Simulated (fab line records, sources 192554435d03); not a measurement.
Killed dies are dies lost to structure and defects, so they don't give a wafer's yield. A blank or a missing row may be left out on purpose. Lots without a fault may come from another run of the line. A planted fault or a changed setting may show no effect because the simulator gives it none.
Problem report in the 8D (eight disciplines) form, filled by code | flow n5_finfet | the parts of the form that need people (team, actions taken, sign-off) are left out

1. THE PROBLEM
cd_nm at N5_BEOL_M0_SAQP_CD_MEAS_14 reads a mean of 40.4 nm on 4 wafers of 3 lots; wafers without a fault read 42.2 nm with a standard deviation of 0.37. That is -4.9 standard deviations from the usual mean.
The step: target cd 42.5 nm.
First seen on wafer L145.6, day 7 17:47, on cd_sem-02. The record holds 30 wafers of 11 lots with a number at this step. Rule for "out", or "out of limits": more than 4 standard deviations from the usual mean. The other wafers with a number count as sound.

2. WHAT IT IS AND WHAT IT IS NOT
question                    | is                             | is not
which readings at this step | cd_nm                          | -
which lots                  | L145, L148, L149               | L137, L138, L139, L140, L143, L146, L155, L156
which wafers of those lots  | L145.6, L148.3, L148.6, L149.6 | L145.4, L145.5, L149.5
read on which gauges        | cd_sem-01, cd_sem-02           | cd_sem-03
when                        | from day 7 17:47               | up to then (16 sound wafers); but 10 sound wafers of L146, L149, L155, L156 came after

3. SUSPECTS, AND WHAT RULES EACH OUT
Counting: a tool at a process step up to the reading stays a suspect if it ran every lot that is out. Sound lots after the first of them don't rule it out here, since some wafers of a struck lot are sound.
- the gauge at N5_BEOL_M0_SAQP_CD_MEAS_14: ruled out. The wafers that are out were read on 2 gauges (cd_sem-01, cd_sem-02).
- litho_track-02 at N5_BEOL_M0_SAQP_PEB_12 (peb time 60 s): kept. It ran every lot that is out, first L145 (day 7 17:44); its last sound lot up to then is L143 (day 7 03:29).
Left after counting: litho_track-02 at N5_BEOL_M0_SAQP_PEB_12.

4. THE CAUSE (what the simulator had put in)
Process parameter drift: litho_track-02, from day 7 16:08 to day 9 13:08, at N5_BEOL_M0_SAQP_PEB_12. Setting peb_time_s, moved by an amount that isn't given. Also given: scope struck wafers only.
Counting left only this tool.

5. THE CHAIN OF EFFECTS, in route order
Each row: a reading whose mean over the struck wafers that have a number lies more than 3 standard deviations from the usual. Only readings for which the record gives a usual standard deviation are gone through. hours: the time from each lot's start at the first step in this table that gives one to its start at this step, as a median over the lots. sigmas: the change in usual standard deviations.
hours | step                       | reading | usual   | on struck wafers | change | sigmas
0     | N5_BEOL_M0_SAQP_CD_MEAS_14 | cd_nm   | 42.2 nm | 40.4             | -1.8   | -4.9
Later measuring or inspecting steps at which every struck wafer that the step has a row for has a number for every such reading, and none has moved that far: N5_BEOL_M4_RC_MEAS_101.

6. WHAT WOULD HAVE CAUGHT IT SOONER
In this record the first reading out of limits at a measuring or inspecting step was taken at day 7 17:47, 2 hours after the fault began at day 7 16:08.
Of the lots that are out (3), L148, L149 began N5_BEOL_M0_SAQP_PEB_12 on litho_track-02 after day 7 17:47. A hold on the tool at that time would have spared those 2.
